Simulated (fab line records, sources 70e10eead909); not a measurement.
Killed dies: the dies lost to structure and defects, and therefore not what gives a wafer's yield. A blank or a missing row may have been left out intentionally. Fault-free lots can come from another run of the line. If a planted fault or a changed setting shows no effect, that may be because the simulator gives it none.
What tool caused it? || flow nand-harc || 11 lots, 33 wafers sampled, at 7 steps of a route of 1302

== WHAT THE GAUGES SHOWED, per wafer ==
NHARC_P_GATE_INSPECT_68. Usual: 184 for raw-defect-count, sd 74.
{"lot": "L975", "measured": "day 6 11:17", "on": "defect-inspect-02", "raw-defect-count": "175 196 261", "flag": ""}
{"lot": "L978", "measured": "day 8 05:44", "on": "defect-inspect-02", "raw-defect-count": "170 194 251", "flag": ""}
{"lot": "L979", "measured": "day 8 06:33", "on": "defect-inspect-02", "raw-defect-count": "87 138 103", "flag": ""}
{"lot": "L980", "measured": "day 8 19:28", "on": "defect-inspect-02", "raw-defect-count": "218 140 243", "flag": ""}
{"lot": "L981", "measured": "day 9 01:31", "on": "defect-inspect-01", "raw-defect-count": "139 132 81", "flag": ""}
{"lot": "L984", "measured": "day 10 09:30", "on": "defect-inspect-01", "raw-defect-count": "427 179 141", "flag": ""}
{"lot": "L985", "measured": "day 10 13:34", "on": "defect-inspect-01", "raw-defect-count": "115 243 160", "flag": ""}
{"lot": "L991", "measured": "day 13 05:13", "on": "defect-inspect-01", "raw-defect-count": "203 179 134", "flag": ""}
{"lot": "L992", "measured": "day 13 19:59", "on": "defect-inspect-01", "raw-defect-count": "169 250 202", "flag": ""}
{"lot": "L995", "measured": "day 14 21:03", "on": "defect-inspect-02", "raw-defect-count": "183 160 169", "flag": ""}
{"lot": "L996", "measured": "day 15 12:59", "on": "defect-inspect-02", "raw-defect-count": "165 105 93", "flag": ""}

NHARC_P_CONTACT_CD_MEAS_12 targets a cd of 90 nm. Usual: 90.3 nm for cd-nm, sd 0.7.
{"lot": "L975", "measured": "day 6 12:46", "on": "cd-sem-01", "cd-nm (nm)": "89.4 89.1 89.4", "flag": ""}
{"lot": "L978", "measured": "day 8 07:20", "on": "cd-sem-02", "cd-nm (nm)": "91.0 89.7 90.9", "flag": ""}
{"lot": "L979", "measured": "day 8 08:10", "on": "cd-sem-02", "cd-nm (nm)": "90.5 90.7 90.0", "flag": ""}
{"lot": "L980", "measured": "day 8 21:07", "on": "cd-sem-03", "cd-nm (nm)": "90.0 90.7 91.5", "flag": ""}
{"lot": "L981", "measured": "day 9 03:07", "on": "cd-sem-01", "cd-nm (nm)": "90.1 89.1 90.1", "flag": ""}
{"lot": "L984", "measured": "day 10 11:07", "on": "cd-sem-01", "cd-nm (nm)": "91.8 91.6 91.7", "flag": ""}
{"lot": "L985", "measured": "day 10 15:03", "on": "cd-sem-02", "cd-nm (nm)": "90.6 90.1 89.5", "flag": ""}
{"lot": "L991", "measured": "day 13 06:58", "on": "cd-sem-02", "cd-nm (nm)": "82.7 82.9 83.7", "flag": "OFF"}
{"lot": "L992", "measured": "day 13 21:37", "on": "cd-sem-02", "cd-nm (nm)": "84.5 84.1 83.0", "flag": "OFF"}
{"lot": "L995", "measured": "day 14 22:32", "on": "cd-sem-01", "cd-nm (nm)": "90.1 90.0 90.0", "flag": ""}
{"lot": "L996", "measured": "day 15 14:51", "on": "cd-sem-02", "cd-nm (nm)": "91.2 90.8 90.2", "flag": ""}

NHARC_P_CONTACT_CD_MEAS_19. Usual: 89.1 nm for cd-nm, sd 1.7.
{"lot": "L975", "measured": "day 6 13:49", "on": "cd-sem-01", "cd-nm (nm)": "88.6 86.4 91.2", "flag": ""}
{"lot": "L978", "measured": "day 8 08:23", "on": "cd-sem-02", "cd-nm (nm)": "92.2 85.1 89.1", "flag": ""}
{"lot": "L979", "measured": "day 8 09:13", "on": "cd-sem-03", "cd-nm (nm)": "89.5 89.0 88.5", "flag": ""}
{"lot": "L980", "measured": "day 8 22:11", "on": "cd-sem-03", "cd-nm (nm)": "91.0 89.7 89.5", "flag": ""}
{"lot": "L981", "measured": "day 9 04:11", "on": "cd-sem-03", "cd-nm (nm)": "88.6 89.0 89.3", "flag": ""}
{"lot": "L984", "measured": "day 10 12:10", "on": "cd-sem-03", "cd-nm (nm)": "90.2 94.0 92.3", "flag": ""}
{"lot": "L985", "measured": "day 10 16:07", "on": "cd-sem-02", "cd-nm (nm)": "90.1 88.1 87.3", "flag": ""}
{"lot": "L991", "measured": "day 13 08:01", "on": "cd-sem-01", "cd-nm (nm)": "79.0 81.9 81.5", "flag": "OFF"}
{"lot": "L992", "measured": "day 13 22:41", "on": "cd-sem-01", "cd-nm (nm)": "81.4 83.4 84.1", "flag": "OFF"}
{"lot": "L995", "measured": "day 14 23:35", "on": "cd-sem-01", "cd-nm (nm)": "90.2 89.8 91.2", "flag": ""}
{"lot": "L996", "measured": "day 15 15:55", "on": "cd-sem-02", "cd-nm (nm)": "89.5 88.0 92.0", "flag": ""}

NHARC_END_SORT_01. Usual: killed-at-array 56, standard deviation 21; killed-at-other 0.8, standard deviation 1; killed-at-periphery 3.6, standard deviation 2.8; killed-dies 60, standard deviation 20; killed-open 3.2, standard deviation 1.9; killed-short 2.4, standard deviation 1.6.
{"lot": "L978", "measured": "day 27 07:36", "on": "prober-02", "killed-at-array": "52 63 48", "killed-at-other": "0 1 0", "killed-at-periphery": "0 4 2", "killed-dies": "52 68 50", "killed-open": "3 3 3", "killed-short": "0 7 0", "flag": ""}
{"lot": "L981", "measured": "day 27 22:59", "on": "prober-01", "killed-at-array": "52 56 54", "killed-at-other": "0 3 0", "killed-at-periphery": "2 0 0", "killed-dies": "54 59 54", "killed-open": "0 1 1", "killed-short": "5 5 3", "flag": ""}
{"lot": "L991", "measured": "day 31 21:26", "on": "prober-01", "killed-at-array": "33 28 23", "killed-at-other": "0 0 0", "killed-at-periphery": "2 7 7", "killed-dies": "35 35 30", "killed-open": "2 5 3", "killed-short": "3 1 2", "flag": ""}
{"lot": "L992", "measured": "day 32 20:32", "on": "prober-01", "killed-at-array": "35 46 31", "killed-at-other": "0 0 1", "killed-at-periphery": "1 2 3", "killed-dies": "36 48 35", "killed-open": "2 4 3", "killed-short": "2 1 1", "flag": ""}
{"lot": "L995", "measured": "day 34 00:26", "on": "prober-01", "killed-at-array": "42 50 33", "killed-at-other": "0 0 0", "killed-at-periphery": "6 10 4", "killed-dies": "48 60 37", "killed-open": "5 1 1", "killed-short": "5 1 2", "flag": ""}

== TOOL THAT RAN EACH LOT (tool first, then ch and the chambers of the sampled wafers, then the start) ==
{"lot": "L975", "NHARC_P_GATE_RTA_80": "rtp-anneal-01 ch 0, day 6 10:35", "NHARC_P_CONTACT_PEB_10": "litho-track-01 ch 0, day 6 12:41", "NHARC_P_CONTACT_ETCH_31": "rie-diel-05 ch 1,2,3, day 6 13:49 or earlier"}
{"lot": "L978", "NHARC_P_GATE_RTA_80": "rtp-anneal-02 ch 0, day 8 05:05", "NHARC_P_CONTACT_PEB_10": "litho-track-06 ch 0, day 8 07:15", "NHARC_P_CONTACT_ETCH_31": "rie-diel-03 ch 0,1,2, day 8 08:23 or earlier"}
{"lot": "L979", "NHARC_P_GATE_RTA_80": "rtp-anneal-01 ch 0, day 8 05:54", "NHARC_P_CONTACT_PEB_10": "litho-track-04 ch 0, day 8 08:05", "NHARC_P_CONTACT_ETCH_31": "rie-diel-08 ch 0,1,2, day 8 09:13 or earlier"}
{"lot": "L980", "NHARC_P_GATE_RTA_80": "rtp-anneal-02 ch 0, day 8 18:35", "NHARC_P_CONTACT_PEB_10": "litho-track-04 ch 0, day 8 21:02", "NHARC_P_CONTACT_ETCH_31": "rie-diel-05 ch 1,3, day 8 22:11 or earlier"}
{"lot": "L981", "NHARC_P_GATE_RTA_80": "rtp-anneal-01 ch 0, day 9 00:52", "NHARC_P_CONTACT_PEB_10": "litho-track-06 ch 0, day 9 03:02", "NHARC_P_CONTACT_ETCH_31": "rie-diel-08 ch 0,1, day 9 04:11 or earlier"}
{"lot": "L984", "NHARC_P_GATE_RTA_80": "rtp-anneal-01 ch 0, day 10 08:49", "NHARC_P_CONTACT_PEB_10": "litho-track-04 ch 0, day 10 11:02", "NHARC_P_CONTACT_ETCH_31": "rie-diel-08 ch 2,3, day 10 12:10 or earlier"}
{"lot": "L985", "NHARC_P_GATE_RTA_80": "rtp-anneal-02 ch 0, day 10 12:54", "NHARC_P_CONTACT_PEB_10": "litho-track-01 ch 0, day 10 14:59", "NHARC_P_CONTACT_ETCH_31": "rie-diel-05 ch 0,1,2, day 10 16:07 or earlier"}
{"lot": "L991", "NHARC_P_GATE_RTA_80": "rtp-anneal-02 ch 0, day 13 04:35", "NHARC_P_CONTACT_PEB_10": "litho-track-01 ch 0, day 13 06:53", "NHARC_P_CONTACT_ETCH_31": "rie-diel-05 ch 0,1,3, day 13 08:01 or earlier"}
{"lot": "L992", "NHARC_P_GATE_RTA_80": "rtp-anneal-02 ch 0, day 13 19:25", "NHARC_P_CONTACT_PEB_10": "litho-track-01 ch 0, day 13 21:32", "NHARC_P_CONTACT_ETCH_31": "rie-diel-05 ch 0,3, day 13 22:41 or earlier"}
{"lot": "L995", "NHARC_P_GATE_RTA_80": "rtp-anneal-01 ch 0, day 14 20:23", "NHARC_P_CONTACT_PEB_10": "litho-track-06 ch 0, day 14 22:27", "NHARC_P_CONTACT_ETCH_31": "rie-diel-03 ch 0,2,3, day 14 23:35 or earlier"}
{"lot": "L996", "NHARC_P_GATE_RTA_80": "rtp-anneal-02 ch 0, day 15 12:23", "NHARC_P_CONTACT_PEB_10": "litho-track-04 ch 0, day 15 14:46", "NHARC_P_CONTACT_ETCH_31": "rie-diel-08 ch 1,2,3, day 15 15:55 or earlier"}
- NHARC_P_GATE_RTA_80: time 30 s.
- NHARC_P_CONTACT_PEB_10: peb time 65 s.
- NHARC_P_CONTACT_ETCH_31: etches the open film in CH3F/O2, target depth 30 nm, time 85.7 s.

== AS READ BY THE TOOLS THEMSELVES (means over the sampled wafers that have a number; for cases with no such wafer, the mark the record gives instead) ==
NHARC_P_GATE_RTA_80. Usual: lamp-power-pct 2.167 %, standard deviation 0.0032; wafer_temp_C_max 301.7, standard deviation 0.45.
{"lot": "L975", "tool": "rtp-anneal-01", "lamp-power-pct (%)": 2.168, "wafer_temp_C_max": 302.2, "flag": ""}
{"lot": "L978", "tool": "rtp-anneal-02", "lamp-power-pct (%)": 2.163, "wafer_temp_C_max": 301.0, "flag": ""}
{"lot": "L979", "tool": "rtp-anneal-01", "lamp-power-pct (%)": 2.171, "wafer_temp_C_max": 301.7, "flag": ""}
{"lot": "L980", "tool": "rtp-anneal-02", "lamp-power-pct (%)": 2.165, "wafer_temp_C_max": 301.0, "flag": ""}
{"lot": "L981", "tool": "rtp-anneal-01", "lamp-power-pct (%)": 2.168, "wafer_temp_C_max": 302.2, "flag": ""}
{"lot": "L984", "tool": "rtp-anneal-01", "lamp-power-pct (%)": 2.168, "wafer_temp_C_max": 301.7, "flag": ""}
{"lot": "L985", "tool": "rtp-anneal-02", "lamp-power-pct (%)": 2.163, "wafer_temp_C_max": 301.4, "flag": ""}
{"lot": "L991", "tool": "rtp-anneal-02", "lamp-power-pct (%)": 2.164, "wafer_temp_C_max": 301.3, "flag": ""}
{"lot": "L992", "tool": "rtp-anneal-02", "lamp-power-pct (%)": 2.165, "wafer_temp_C_max": 301.4, "flag": ""}
{"lot": "L995", "tool": "rtp-anneal-01", "lamp-power-pct (%)": 2.168, "wafer_temp_C_max": 301.7, "flag": ""}
{"lot": "L996", "tool": "rtp-anneal-02", "lamp-power-pct (%)": 2.170, "wafer_temp_C_max": 301.7, "flag": ""}

NHARC_P_CONTACT_PEB_10. Usual: heater-power-total-W 156.7 W, standard deviation 0.39; plate-temp-C 100.03 C, standard deviation 0.13.
{"lot": "L975", "tool": "litho-track-01", "heater-power-total-W (W)": 156.7, "plate-temp-C (C)": 99.91, "flag": ""}
{"lot": "L978", "tool": "litho-track-06", "heater-power-total-W (W)": 156.7, "plate-temp-C (C)": 99.94, "flag": ""}
{"lot": "L979", "tool": "litho-track-04", "heater-power-total-W (W)": 156.7, "plate-temp-C (C)": 100.13, "flag": ""}
{"lot": "L980", "tool": "litho-track-04", "heater-power-total-W (W)": 156.9, "plate-temp-C (C)": 100.09, "flag": ""}
{"lot": "L981", "tool": "litho-track-06", "heater-power-total-W (W)": 156.5, "plate-temp-C (C)": 99.96, "flag": ""}
{"lot": "L984", "tool": "litho-track-04", "heater-power-total-W (W)": 156.6, "plate-temp-C (C)": 100.10, "flag": ""}
{"lot": "L985", "tool": "litho-track-01", "heater-power-total-W (W)": 156.6, "plate-temp-C (C)": 100.08, "flag": ""}
{"lot": "L991", "tool": "litho-track-01", "heater-power-total-W (W)": 153.2, "plate-temp-C (C)": 98.40, "flag": "OFF"}
{"lot": "L992", "tool": "litho-track-01", "heater-power-total-W (W)": 153.2, "plate-temp-C (C)": 98.42, "flag": "OFF"}
{"lot": "L995", "tool": "litho-track-06", "heater-power-total-W (W)": 156.9, "plate-temp-C (C)": 100.08, "flag": ""}
{"lot": "L996", "tool": "litho-track-04", "heater-power-total-W (W)": 156.7, "plate-temp-C (C)": 100.06, "flag": ""}

NHARC_P_CONTACT_ETCH_31. Usual: bias-w 99.99 W (standard deviation 0.25); chamber-pressure-mTorr 24.999 mTorr (standard deviation 0.022); drypump-motor-current-A 5.7 A (standard deviation 0.51); oes-product-au 0.974 a.u. (standard deviation 0.015); rf-vpp-V 244.5 V (standard deviation 1.5); showerhead-plenum-p-Torr 2.47 Torr (standard deviation 0.082); throttle-valve-pct 20.663 % (standard deviation 0.0082).
{"lot": "L975", "tool": "rie-diel-05", "bias-w (W)": 99.86, "chamber-pressure-mTorr (mTorr)": 25.022, "drypump-motor-current-A (A)": 5.2, "oes-product-au (a.u.)": 0.988, "rf-vpp-V (V)": 245.7, "showerhead-plenum-p-Torr (Torr)": 2.50, "throttle-valve-pct (%)": 20.663, "flag": ""}
{"lot": "L978", "tool": "rie-diel-03", "bias-w (W)": 100.02, "chamber-pressure-mTorr (mTorr)": 24.997, "drypump-motor-current-A (A)": 5.7, "oes-product-au (a.u.)": 0.967, "rf-vpp-V (V)": 243.6, "showerhead-plenum-p-Torr (Torr)": 2.45, "throttle-valve-pct (%)": 20.665, "flag": ""}
{"lot": "L979", "tool": "rie-diel-08", "bias-w (W)": 100.06, "chamber-pressure-mTorr (mTorr)": 24.970, "drypump-motor-current-A (A)": 5.8, "oes-product-au (a.u.)": 0.964, "rf-vpp-V (V)": 244.2, "showerhead-plenum-p-Torr (Torr)": 2.41, "throttle-valve-pct (%)": 20.668, "flag": ""}
{"lot": "L980", "tool": "rie-diel-05", "bias-w (W)": 99.77, "chamber-pressure-mTorr (mTorr)": 25.002, "drypump-motor-current-A (A)": 5.4, "oes-product-au (a.u.)": 0.980, "rf-vpp-V (V)": 245.3, "showerhead-plenum-p-Torr (Torr)": 2.48, "throttle-valve-pct (%)": 20.667, "flag": ""}
{"lot": "L981", "tool": "rie-diel-08", "bias-w (W)": 100.12, "chamber-pressure-mTorr (mTorr)": 25.011, "drypump-motor-current-A (A)": 5.7, "oes-product-au (a.u.)": 0.943, "rf-vpp-V (V)": 244.0, "showerhead-plenum-p-Torr (Torr)": 2.47, "throttle-valve-pct (%)": 20.666, "flag": ""}
{"lot": "L984", "tool": "rie-diel-08", "bias-w (W)": 99.98, "chamber-pressure-mTorr (mTorr)": 25.006, "drypump-motor-current-A (A)": 6.1, "oes-product-au (a.u.)": 0.976, "rf-vpp-V (V)": 243.1, "showerhead-plenum-p-Torr (Torr)": 2.37, "throttle-valve-pct (%)": 20.662, "flag": ""}
{"lot": "L985", "tool": "rie-diel-05", "bias-w (W)": 100.05, "chamber-pressure-mTorr (mTorr)": 24.992, "drypump-motor-current-A (A)": 5.6, "oes-product-au (a.u.)": 0.976, "rf-vpp-V (V)": 245.1, "showerhead-plenum-p-Torr (Torr)": 2.53, "throttle-valve-pct (%)": 20.658, "flag": ""}
{"lot": "L991", "tool": "rie-diel-05", "bias-w (W)": 100.29, "chamber-pressure-mTorr (mTorr)": 24.994, "drypump-motor-current-A (A)": 5.4, "oes-product-au (a.u.)": 0.975, "rf-vpp-V (V)": 243.6, "showerhead-plenum-p-Torr (Torr)": 2.47, "throttle-valve-pct (%)": 20.667, "flag": ""}
{"lot": "L992", "tool": "rie-diel-05", "bias-w (W)": 99.86, "chamber-pressure-mTorr (mTorr)": 24.991, "drypump-motor-current-A (A)": 5.1, "oes-product-au (a.u.)": 0.978, "rf-vpp-V (V)": 244.0, "showerhead-plenum-p-Torr (Torr)": 2.42, "throttle-valve-pct (%)": 20.662, "flag": ""}
{"lot": "L995", "tool": "rie-diel-03", "bias-w (W)": 100.12, "chamber-pressure-mTorr (mTorr)": 24.991, "drypump-motor-current-A (A)": 5.5, "oes-product-au (a.u.)": 0.982, "rf-vpp-V (V)": 245.7, "showerhead-plenum-p-Torr (Torr)": 2.50, "throttle-valve-pct (%)": 20.666, "flag": ""}
{"lot": "L996", "tool": "rie-diel-08", "bias-w (W)": 99.77, "chamber-pressure-mTorr (mTorr)": 24.989, "drypump-motor-current-A (A)": 6.0, "oes-product-au (a.u.)": 0.973, "rf-vpp-V (V)": 243.2, "showerhead-plenum-p-Torr (Torr)": 2.42, "throttle-valve-pct (%)": 20.668, "flag": ""}

== THE ANSWER, worked out from the rows above alone ==
Rule: a lot counts as off when the mean over its wafers that have a number is more than 3 standard deviations away from the usual mean. A lot without any number at a reading at which 4 lots or more have one is off too. Any other lot the step has rows for is counted as sound. The gauges are gone through in route order, then the tools' own readings, and for those a lot's mean is taken as printed above. The first step at which some lot is off is used, and at that step the reading that is off furthest; a lot without a number counts as furthest.
Off, at NHARC_P_CONTACT_CD_MEAS_12 on cd-nm: L991, L992.
A tool fits if, at a process step before that reading, it ran every lot that is off, and no sound lot after the first of them. Not tried: the gauges at NHARC_P_CONTACT_CD_MEAS_12; whatever is off there is also off at NHARC_P_CONTACT_CD_MEAS_19, on other tools, and gauge error can't account for it. One candidate fits, namely litho-track-01 at NHARC_P_CONTACT_PEB_10. Its last sound lot is L985 (day 10 14:59), its first lot that is off L991 (day 13 06:53): a fault that began between those two fits.
The tool's own readings at NHARC_P_CONTACT_PEB_10 bear it out: on the lots that are off they differ by more than 5 times the standard deviation of the sound lots' means. heater-power-total-W reads 153.2 W there against 156.7 W on the sound lots; plate-temp-C reads 98.41 C there against 100.04 C on the sound lots.

== WHAT THE SIMULATOR HAD PUT IN ==
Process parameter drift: litho-track-01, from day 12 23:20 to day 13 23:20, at NHARC_P_CONTACT_PEB_10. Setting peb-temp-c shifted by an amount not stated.
Shown lots that were struck: L991, L992. The rule above reached the same finding.
